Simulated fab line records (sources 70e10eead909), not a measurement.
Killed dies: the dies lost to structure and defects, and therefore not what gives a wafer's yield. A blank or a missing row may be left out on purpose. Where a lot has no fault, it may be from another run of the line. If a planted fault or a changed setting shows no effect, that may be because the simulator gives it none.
Which tool is to blame?	flow nand harc	66 wafers from 22 lots sampled at 6 of the route's 1302 steps

== WHAT EACH GAUGE READ, for each wafer ==
The record holds no reading of a measuring or inspecting step that can be judged against a usual standard deviation.

== EACH LOT AND THE TOOL THAT RAN IT (in order: tool; ch and the chambers of the sampled wafers; start) ==
lot	NHARC_A_STAIRCASE_ETCH_313	NHARC_A_STAIRCASE_ALD_415	NHARC_A_STAIRCASE_STRIP_476	NHARC_A_STAIRCASE_ETCHBACK_157	NHARC_A_STAIRCASE_CMP_472	NHARC_A_SLIT_DEP_23
L074	rie diel-02 ch 1,2,3, day 17 23:20	ald hk-01 ch 1,3, day 18 01:25	rie diel-07 ch 0,1,2, day 18 03:22	rie diel-07 ch 1,2, day 20 00:04	cmp-02 ch 0,3, day 20 00:37	pecvd-03 ch 0,1,2, day 20 17:24
L075	rie diel-07 ch 0,3, day 18 06:22	ald hk-03 ch 1,2, day 18 08:08	rie diel-07 ch 0,3, day 18 10:19	rie diel-02 ch 2,3, day 20 06:58	cmp-04 ch 0,3, day 20 07:37	pecvd-04 ch 0,2, day 20 22:59
L076	rie diel-02 ch 1,2,3, day 18 07:29	ald hk-01 ch 0,1,3, day 18 09:43	rie diel-07 ch 1,2,3, day 18 12:50	rie diel-02 ch 0,2, day 20 14:17	cmp-02 ch 1,3, day 20 14:54	pecvd-01 ch 0,1,2, day 21 04:38
L079	rie diel-07 ch 0,1,3, day 19 02:08	ald hk-02 ch 0,2,3, day 19 04:08	rie diel-07 ch 1,2,3, day 19 06:05	rie diel-10 ch 0,2, day 21 07:49	cmp-04 ch 2,3, day 21 08:26	pecvd-04 ch 0,1, day 21 19:24
L078	rie diel-07 ch 1,2, day 19 03:38	ald hk-01 ch 0,1,2, day 19 06:09	rie diel-10 ch 0,1,3, day 19 07:38	rie diel-02 ch 2,3, day 21 04:56	cmp-04 ch 0,2,3, day 21 05:39	pecvd-03 ch 0,2, day 21 19:26
L080	rie diel-10 ch 0,2,3, day 19 14:10	ald hk-01 ch 2,3, day 19 16:42	rie diel-10 ch 0,1,2, day 19 20:46	rie diel-10 ch 1,2, day 21 15:05	cmp-02 ch 0,1, day 21 15:44	pecvd-01 ch 0,1,2, day 22 03:44
L081	rie diel-07 ch 0,1,3, day 19 15:41	ald hk-02 ch 1,2, day 19 17:40	rie diel-10 ch 2,3, day 19 20:54	rie diel-10 ch 0,1,3, day 21 15:23	cmp-03 ch 2,3, day 21 15:56	pecvd-04 ch 0,1,2, day 22 03:43
L082	rie diel-02 ch 0,3, day 20 21:00	ald hk-02 ch 1,2,3, day 20 23:43	rie diel-07 ch 1,2,3, day 21 03:18	rie diel-10 ch 1,2,3, day 23 03:02	cmp-03 ch 1,2,3, day 23 03:40	pecvd-01 ch 0,1,2, day 23 15:38
L083	rie diel-07 ch 0,1,3, day 21 11:12	ald hk-03 ch 0,1,2, day 21 13:22	rie diel-02 ch 0,2,3, day 21 15:31	rie diel-02 ch 1,2,3, day 23 12:20	cmp-02 ch 0,1,2, day 23 12:56	pecvd-01 ch 0,1,2, day 24 06:12
L085	rie diel-07 ch 0,1,3, day 21 14:32	ald hk-03 ch 0,1,2, day 21 16:35	rie diel-10 ch 0,1,3, day 21 18:31	rie diel-07 ch 0,1,3, day 23 13:05	cmp-03 ch 0,1,3, day 23 13:39	pecvd-03 ch 0,1, day 24 08:35
L084	rie diel-07 ch 1,2,3, day 21 16:31	ald hk-01 ch 1,2, day 21 18:17	rie diel-10 ch 1,3, day 21 20:29	rie diel-07 ch 1,2,3, day 23 12:37	cmp-03 ch 0,2,3, day 23 13:11	pecvd-01 ch 0,1,2, day 24 04:49
L086	rie diel-02 ch 2,3, day 22 01:55	ald hk-03 ch 1,2,3, day 22 04:03	rie diel-07 ch 1,2, day 22 06:14	rie diel-10 ch 0,2, day 24 02:26	cmp-02 ch 1,2,3, day 24 03:07	pecvd-04 ch 0,2, day 24 19:13
L087	rie diel-07 ch 0,1,2, day 22 13:30	ald hk-02 ch 0,1,3, day 22 15:56	rie diel-07 ch 2,3, day 22 17:24	rie diel-07 ch 0,1,3, day 24 13:14	cmp-02 ch 0,1,2, day 24 13:55	pecvd-04 ch 0,1, day 25 01:47
L089	rie diel-10 ch 0,2,3, day 23 03:44	ald hk-02 ch 0,3, day 23 08:00	rie diel-07 ch 2,3, day 23 10:11	rie diel-02 ch 1,2,3, day 25 05:50	cmp-03 ch 2,3, day 25 06:24	pecvd-01 ch 1,2, day 25 21:28
L088	rie diel-10 ch 1,2, day 23 06:23	ald hk-01 ch 0,3, day 23 11:19	rie diel-10 ch 1,2, day 23 13:22	rie diel-07 ch 0,1, day 25 05:36	cmp-03 ch 0,1,2, day 25 06:16	pecvd-03 ch 1,2, day 25 21:22
L090	rie diel-10 ch 0,1, day 24 12:59	ald hk-02 ch 1,2, day 24 15:00	rie diel-07 ch 0,1,2, day 24 16:55	rie diel-10 ch 0,1, day 26 14:55	cmp-02 ch 0,1, day 26 15:30	pecvd-03 ch 1,2, day 27 03:38
L091	rie diel-10 ch 1,2,3, day 25 03:07	ald hk-02 ch 0,1,3, day 25 05:27	rie diel-07 ch 0,1,2, day 25 07:37	rie diel-10 ch 1,2,3, day 27 02:58	cmp-04 ch 0,1,3, day 27 03:33	pecvd-03 ch 0,1,2, day 27 17:15
L092	rie diel-10 ch 0,1,2, day 25 03:16	ald hk-01 ch 0,1,3, day 25 05:56	rie diel-02 ch 1,2,3, day 25 07:53	rie diel-07 ch 1,2,3, day 27 02:04	cmp-03 ch 0,2,3, day 27 02:41	pecvd-01 ch 0,1, day 27 17:05
L093	rie diel-10 ch 0,1,2, day 25 07:25	ald hk-01 ch 1,2,3, day 25 09:28	rie diel-10 ch 0,1,3, day 25 11:38	rie diel-02 ch 0,1,3, day 27 08:59	cmp-02 ch 1,2,3, day 27 09:40	pecvd-01 ch 0,2, day 27 21:35
L094	rie diel-07 ch 0,1, day 25 09:22	ald hk-01 ch 0,2, day 25 11:12	rie diel-07 ch 1,3, day 25 13:22	rie diel-07 ch 2,3, day 27 08:52	cmp-04 ch 0,2,3, day 27 09:27	pecvd-04 ch 0,1, day 27 21:32
L095	rie diel-10 ch 0,2, day 26 10:10	ald hk-01 ch 1,3, day 26 12:02	rie diel-07 ch 1,2, day 26 14:13	rie diel-02 ch 0,3, day 28 09:35	cmp-04 ch 2,3, day 28 10:07	pecvd-04 ch 0,1, day 29 02:01
L096	rie diel-02 ch 0,1,3, day 26 21:34	ald hk-03 ch 0,3, day 26 23:29	rie diel-07 ch 0,1,3, day 27 01:40	rie diel-07 ch 0,2,3, day 28 22:20	cmp-03 ch 1,2, day 28 22:55	pecvd-01 ch 0,1,2, day 29 16:40
- NHARC_A_STAIRCASE_ETCH_313: etches the open film in CF4/CHF3.
- NHARC_A_STAIRCASE_ALD_415: deposits SiO2, target thk 30 nm, pulse time 6 s, ald cycles 300.
- NHARC_A_STAIRCASE_STRIP_476: strips in O2, time 20 s.
- NHARC_A_STAIRCASE_ETCHBACK_157: etches the open film in CH3F/O2, target depth 90 nm, time 167.14 s.
- NHARC_A_STAIRCASE_CMP_472: polishes SiO2.
- NHARC_A_SLIT_DEP_23: deposits SiON, target thk 100 nm.

== AS READ BY THE TOOLS THEMSELVES (means over the sampled wafers that have a number; for cases with no such wafer, the mark the record gives instead) ==
NHARC_A_STAIRCASE_ETCH_313.
lot	tool	drypump motor current A (A)	oes product au (a.u.)	rf fwd power W (W)	rf vpp V (V)	showerhead plenum p Torr (Torr)	throttle valve pct (%)
L074	rie diel-02	5.5	0.958	496.7	371.6	1.63	16.807
L075	rie diel-07	6.1	0.918	497.6	370.1	1.56	16.800
L076	rie diel-02	5.5	0.968	497.3	373.1	1.63	16.798
L079	rie diel-07	5.9	0.929	499.1	369.7	1.56	16.810
L078	rie diel-07	5.9	0.922	498.2	368.8	1.51	16.809
L080	rie diel-10	5.3	0.972	496.4	370.4	1.57	16.812
L081	rie diel-07	5.9	0.924	497.4	370.8	1.56	16.807
L082	rie diel-02	5.2	0.931	498.1	372.2	1.63	16.801
L083	rie diel-07	5.9	0.934	497.7	369.2	1.55	16.802
L085	rie diel-07	5.9	0.964	496.6	369.8	1.55	16.805
L084	rie diel-07	6.0	0.922	497.4	370.3	1.54	16.807
L086	rie diel-02	5.7	0.910	497.2	370.2	1.59	16.802
L087	rie diel-07	5.8	0.917	498.2	368.9	1.51	16.810
L089	rie diel-10	5.3	0.932	497.5	370.9	1.56	16.800
L088	rie diel-10	5.5	0.930	497.2	367.7	1.48	16.805
L090	rie diel-10	6.0	0.938	497.7	371.7	1.60	16.793
L091	rie diel-10	5.3	0.931	497.0	367.3	1.49	16.795
L092	rie diel-10	5.6	0.930	496.8	370.0	1.54	16.805
L093	rie diel-10	5.6	0.933	496.9	369.9	1.54	16.810
L094	rie diel-07	5.8	0.911	496.4	368.2	1.51	16.800
L095	rie diel-10	5.6	0.942	495.3	371.8	1.61	16.811
L096	rie diel-02	5.2	0.916	498.2	372.8	1.64	16.815

NHARC_A_STAIRCASE_ALD_415.
lot	tool	heater power w (W)	precursor pulse height rel
L074	ald hk-01	451	0.982
L075	ald hk-03	456	1.002
L076	ald hk-01	471	1.006
L079	ald hk-02	488	1.003
L078	ald hk-01	484	1.001
L080	ald hk-01	467	1.022
L081	ald hk-02	505	0.990
L082	ald hk-02	473	0.993
L083	ald hk-03	473	0.995
L085	ald hk-03	462	0.994
L084	ald hk-01	508	1.000
L086	ald hk-03	478	1.007
L087	ald hk-02	488	0.988
L089	ald hk-02	503	0.998
L088	ald hk-01	487	0.998
L090	ald hk-02	494	1.001
L091	ald hk-02	481	1.002
L092	ald hk-01	488	1.005
L093	ald hk-01	501	1.014
L094	ald hk-01	500	1.001
L095	ald hk-01	480	1.017
L096	ald hk-03	486	1.010

NHARC_A_STAIRCASE_STRIP_476.
lot	tool	drypump motor current A (A)	o2 flow sccm (sccm)	oes product au (a.u.)	rf vpp V (V)	showerhead plenum p Torr (Torr)	throttle valve pct (%)
L074	rie diel-07	5.8	499.4	0.987	58.2	3.41	17.045
L075	rie diel-07	6.0	501.3	1.004	58.4	3.43	17.038
L076	rie diel-07	6.0	500.0	1.002	57.5	3.48	17.026
L079	rie diel-07	6.0	500.9	1.007	57.1	3.47	17.027
L078	rie diel-10	5.6	500.2	1.009	58.3	3.49	17.032
L080	rie diel-10	5.6	499.8	1.006	57.8	3.49	17.031
L081	rie diel-10	4.9	500.5	1.005	57.9	3.40	17.028
L082	rie diel-07	6.0	500.9	0.994	58.1	3.47	17.036
L083	rie diel-02	5.5	500.2	0.992	58.1	3.60	17.042
L085	rie diel-10	5.7	500.8	1.001	57.4	3.48	17.035
L084	rie diel-10	5.6	499.1	0.995	57.1	3.32	17.034
L086	rie diel-07	5.8	499.6	0.998	57.2	3.45	17.031
L087	rie diel-07	6.1	500.9	0.998	57.9	3.47	17.034
L089	rie diel-07	6.1	499.1	1.002	57.0	3.38	17.034
L088	rie diel-10	5.2	500.9	1.007	57.7	3.35	17.033
L090	rie diel-07	5.8	499.1	0.995	57.5	3.38	17.037
L091	rie diel-07	5.8	501.8	0.995	56.8	3.38	17.047
L092	rie diel-02	5.5	500.5	0.998	58.0	3.63	17.034
L093	rie diel-10	5.6	500.4	1.008	57.4	3.46	17.041
L094	rie diel-07	6.1	501.1	0.983	58.3	3.53	17.041
L095	rie diel-07	5.9	499.7	1.002	57.4	3.36	17.024
L096	rie diel-07	5.9	500.0	0.994	58.1	3.46	17.034

NHARC_A_STAIRCASE_ETCHBACK_157.
lot	tool	drypump motor current A (A)	o2 flow sccm (sccm)	oes product au (a.u.)	rf fwd power W (W)	rf vpp V (V)	showerhead plenum p Torr (Torr)	throttle valve pct (%)
L074	rie diel-07	5.9	29.93	0.95	498.5	243.1	2.36	20.666
L075	rie diel-02	5.5	30.01	0.99	497.6	245.9	2.55	20.672
L076	rie diel-02	5.7	29.94	0.95	498.4	244.6	2.46	20.660
L079	rie diel-10	5.2	30.00	1.00	497.3	244.1	2.45	20.659
L078	rie diel-02	5.7	29.94	0.92	495.7	244.9	2.48	20.664
L080	rie diel-10	5.5	29.99	0.99	497.7	241.9	2.31	20.662
L081	rie diel-10	5.6	30.10	0.93	499.5	243.5	2.42	20.662
L082	rie diel-10	5.2	30.03	0.94	498.0	242.6	2.33	20.662
L083	rie diel-02	5.5	29.99	0.99	498.3	244.7	2.54	20.660
L085	rie diel-07	5.9	29.99	0.96	498.3	244.0	2.42	20.675
L084	rie diel-07	6.0	29.94	0.94	497.4	243.5	2.41	20.665
L086	rie diel-10	5.6	30.03	1.00	498.0	245.0	2.52	20.662
L087	rie diel-07	6.0	30.04	0.97	498.9	243.9	2.41	20.668
L089	rie diel-02	5.5	29.96	0.99	496.9	245.1	2.53	20.661
L088	rie diel-07	5.8	30.05	0.92	499.4	243.7	2.40	20.673
L090	rie diel-10	5.9	30.00	1.00	499.3	247.7	2.64	20.662
L091	rie diel-10	5.3	30.01	1.00	497.3	245.1	2.45	20.661
L092	rie diel-07	6.0	29.90	1.00	498.9	243.4	2.40	20.660
L093	rie diel-02	5.2	30.03	0.99	497.4	246.4	2.56	20.657
L094	rie diel-07	6.0	30.02	0.93	498.7	241.3	2.35	20.657
L095	rie diel-02	5.2	30.00	0.93	498.5	246.3	2.55	20.668
L096	rie diel-07	6.0	29.99	0.99	498.2	242.4	2.35	20.662

NHARC_A_STAIRCASE_CMP_472.
lot	tool	edge zone pressure frac	motor current A (A)	slurry filter dp kPa (kPa)
L074	cmp-02	0.997	10.8	13.46
L075	cmp-04	1.005	12.4	13.55
L076	cmp-02	0.997	11.6	13.55
L079	cmp-04	0.995	13.1	13.58
L078	cmp-04	0.999	12.7	13.54
L080	cmp-02	0.996	10.9	13.44
L081	cmp-03	0.997	11.6	13.61
L082	cmp-03	1.002	11.4	13.44
L083	cmp-02	1.005	11.2	13.55
L085	cmp-03	1.002	10.1	13.57
L084	cmp-03	0.998	10.8	13.44
L086	cmp-02	1.000	11.3	13.57
L087	cmp-02	0.996	11.0	13.52
L089	cmp-03	1.001	11.7	13.61
L088	cmp-03	1.000	10.3	13.40
L090	cmp-02	1.005	10.6	13.36
L091	cmp-04	1.001	13.0	13.40
L092	cmp-03	1.000	11.2	13.43
L093	cmp-02	0.998	11.5	13.45
L094	cmp-04	1.005	12.8	13.37
L095	cmp-04	1.001	13.0	13.54
L096	cmp-03	0.998	10.9	13.54

NHARC_A_SLIT_DEP_23.
lot	tool	heater power w (W)	rf fwd power W (W)
L074	pecvd-03	756	348.0
L075	pecvd-04	752	347.3
L076	pecvd-01	823	348.1
L079	pecvd-04	786	348.3
L078	pecvd-03	698	348.4
L080	pecvd-01	742	347.4
L081	pecvd-04	721	348.2
L082	pecvd-01	742	348.1
L083	pecvd-01	754	348.4
L085	pecvd-03	655	348.6
L084	pecvd-01	784	349.1
L086	pecvd-04	698	347.0
L087	pecvd-04	716	348.4
L089	pecvd-01	766	349.6
L088	pecvd-03	726	347.9
L090	pecvd-03	783	348.3
L091	pecvd-03	745	347.1
L092	pecvd-01	818	349.1
L093	pecvd-01	821	348.1
L094	pecvd-04	802	349.6
L095	pecvd-04	742	349.6
L096	pecvd-01	795	348.6

== THE ANSWER, worked out from the rows above alone ==
Rule: the lots themselves supply what counts as usual. Put in order of their means at a reading, lots are off if they are a third of the lots or fewer, leave a main group of 4 or more, and stand apart from it by a gap of 3 or more times the standard deviation of the main group's means; of several such gaps the widest counts. A main group is skipped when, at the precision printed for the reading in the tables above, its means are all equal. Also off: a lot with no number at a reading for which 4 or more lots have one. Where the step has rows for the other lots, those lots are counted as sound. Order of review: gauges by route order, followed by the tools' own readings, for which a lot's mean as printed above is used. The first step at which some lot is off is used, and at that step the reading that is off furthest; a lot without a number counts as furthest.
No lot is off on any of the readings shown, so nothing can be concluded from this.

== WHAT THE SIMULATOR PUT IN ==
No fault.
